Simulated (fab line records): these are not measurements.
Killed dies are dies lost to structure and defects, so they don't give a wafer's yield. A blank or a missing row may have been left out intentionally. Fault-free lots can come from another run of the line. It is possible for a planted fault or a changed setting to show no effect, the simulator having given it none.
Matching of chambers    flow n5_finfet    N5_SD_EPI_N_LINER_46 on ald_sin-03 has 4 sister chambers
The step material SiNx, target thk 3 nm. 8 wafers are shown with their chamber, then 12 later ones without.

== WAFERS, EACH WITH ITS CHAMBER ==
wafer   chamber  heater_power_w (W)
L085.6  2        877
L087.6  1        767
L089.2  3        822
L089.4  0        726
L089.6  0        723
L091.1  3        823
L091.2  1        752
L091.3  2        902

== WAFERS WITH NO CHAMBER GIVEN ==
wafer   heater_power_w (W)
L091.4  740
L091.5  744
L091.6  752
L094.4  826
L094.5  755
L094.6  884
L095.1  880
L095.5  880
L095.6  748
L097.1  897
L097.4  835
L097.5  841

== CHAMBER TAKEN BY EACH ==
wafer   from the rows above      in truth
L091.4  can't be placed: 0 or 1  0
L091.5  can't be placed: 1 or 0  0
L091.6  can't be placed: 1 or 0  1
L094.4  3                        3
L094.5  1                        1
L094.6  2                        2
L095.1  2                        2
L095.5  2                        2
L095.6  can't be placed: 1 or 0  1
L097.1  2                        2
L097.4  3                        3
L097.5  3                        3
Correct placement for 8 of the 12. Cannot be placed on the basis of these rows: 4; the candidates contain the true chamber in 4. Number placed wrongly: 0.
How it was worked out, from the rows above alone: a wafer's distance from a chamber is the root of the sum, over the readings, of the square of ((its reading less the chamber's mean) divided by the reading's scatter). The wafer belongs to the nearest chamber; if the next one is less than 2 further off, it can't be placed. A chamber's mean is the mean of its shown wafers. The scatter is the square root of a quotient: the sum, over the shown wafers, of each reading's squared deviation from its chamber's mean, divided by wafers minus chambers.
